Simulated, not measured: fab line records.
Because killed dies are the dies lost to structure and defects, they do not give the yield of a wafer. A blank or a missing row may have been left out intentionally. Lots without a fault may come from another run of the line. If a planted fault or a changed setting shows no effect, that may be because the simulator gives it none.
Lot-split experiment | flow n5-finfet | 21 wafers read from 7 lots, route of 1938 steps

THE SPLIT ITSELF
At N5_BEOL_M0_TRENCH_ETCH_107 (etches SiOC in C4F6/O2, target depth 32.8 nm, time 16.4 s), the setting target-depth-a was moved away from the recipe's 328 angstrom on 7 of the 21 wafers read, by -9.7% to +8.9%. All remaining wafers had this setting at the recipe value.

FROM SPLIT TO READING: 1 step shown by the file between the two
- N5_BEOL_M0_STRIP_142: strips in N2/H2, time 10 s

THE READING
trench-depth-nm, in nm, at N5_BEOL_M0_OCD_MEAS_108. A value of 33.5 nm with a standard deviation of 0.73 nm is what fault-free wafers of this fab line usually give.

wafer  | tool, chamber at the split | target-depth-a as run, angstrom | against the recipe | trench-depth-nm, nm | against lot-mates on the recipe
L075.1 | rie-diel-03, 3             | 328                             | recipe             | 34.2                | -
L075.3 | rie-diel-03, 2             | 328                             | recipe             | 32.9                | -
L075.6 | rie-diel-03, 2             | 328                             | recipe             | 32.9                | -
L076.4 | rie-diel-05, 1             | 357.3                           | +8.9%              | 37.2                | +3.2
L076.5 | rie-diel-05, 1             | 328                             | recipe             | 33.8                | -
L076.6 | rie-diel-05, 2             | 328                             | recipe             | 34.3                | -
L078.2 | rie-diel-03, 1             | 351.3                           | +7.1%              | 36.9                | +3.0
L078.3 | rie-diel-03, 0             | 351.3                           | +7.1%              | 36.1                | +2.2
L078.5 | rie-diel-03, 3             | 328                             | recipe             | 33.9                | -
L082.1 | rie-diel-05, 2,1           | 328                             | recipe             | 34.0                | -
L082.3 | rie-diel-05, 2,1           | 328                             | recipe             | 33.8                | -
L082.4 | rie-diel-05, 0             | 328                             | recipe             | 33.1                | -
L083.2 | rie-diel-01, 0             | 328                             | recipe             | 33.1                | -
L083.4 | rie-diel-01, 1             | 354                             | +7.9%              | 35.0                | +1.5
L083.6 | rie-diel-01, 2             | 328                             | recipe             | 34.0                | -
L087.3 | rie-diel-01, 2             | 328                             | recipe             | 34.3                | -
L087.5 | rie-diel-01, 3             | 296.2                           | -9.7%              | 29.8                | -4.5
L087.6 | rie-diel-01, 2             | 296.2                           | -9.7%              | 29.7                | -4.6
L089.2 | rie-diel-03, 1             | 328                             | recipe             | 33.6                | -
L089.3 | rie-diel-03, 3             | 312.3                           | -4.8%              | 32.7                | -0.8
L089.6 | rie-diel-03, 1             | 328                             | recipe             | 33.3                | -
Where a row lists several chambers, the file gives one row for several wafers and doesn't say which wafer went through which chamber.

THE FIT
A straight line over all 21 wafers: trench-depth-nm changes by +0.359 nm for each +1% of target-depth-a; r = +0.94; the points scatter about the line by 0.61 nm.
The same after taking each lot's own level away (the mean of its wafers on the recipe; 21 wafers): +0.372 nm for each +1%; r = +0.95; scatter 0.62 nm.
According to that fit, moving target-depth-a by its largest amount changes the reading by 3.6 nm.
The lots' own levels span 33.33 to 34.30 nm, that is 1.3 times the standard deviation above.
So the lot-to-lot level changes the slope little: the two slopes agree.
Check: for one of the wafers moved furthest among these (-9.7%), held out of the fit, the line's prediction against its lot-mates is -3.45 nm. It came out at -4.5 nm against them.

OTHER SPLITS APPLIED TO THESE WAFERS
Note: prior to the reading, these wafers also went through further splits. Each is held against what the fit with the lots' levels taken away leaves over:
other split on the same wafers        | wafers away from the commonest value | r with trench-depth-nm (lot level and that fit taken away)
N5_HKMG_FIN_COAT_66 spin-rpm          | 8                                    | -0.10
N5_GATE_CUT_EXPOSE_10 dose-mj         | 4                                    | -0.17
N5_GATE_CUT_DESCUM_18 time-s          | 11                                   | +0.26
N5_MOL_CONTACT_COAG_COAT_64 spin-rpm  | 5                                    | +0.34
N5_MOL_CONTACT_COAG_EXPOSE_37 dose-mj | 7                                    | +0.30
N5_BEOL_M0_SAQP_DESCUM_45 time-s      | 7                                    | +0.00

THE WHOLE CHAIN: every reading that the file lists as answering this split, in the file's order
step                       | what it does                                              | reading                                                                   | change (the file's fit)               | r (the file's)
N5_BEOL_M0_TRENCH_ETCH_107 | etches SiOC in C4F6/O2, target depth 32.8 nm, time 16.4 s | BEOL_M0.feature-depth-nm (the simulator's own value, which no gauge read) | +0.284 nm for each +1% of the setting | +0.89
N5_BEOL_M0_OCD_MEAS_108    |                                                           | trench-depth-nm                                                           | +0.342 nm for each +1% of the setting | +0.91

THE FILE'S OWN FIT
trench-depth-nm changes by +0.342 nm for each +1% of target-depth-a, r = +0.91.
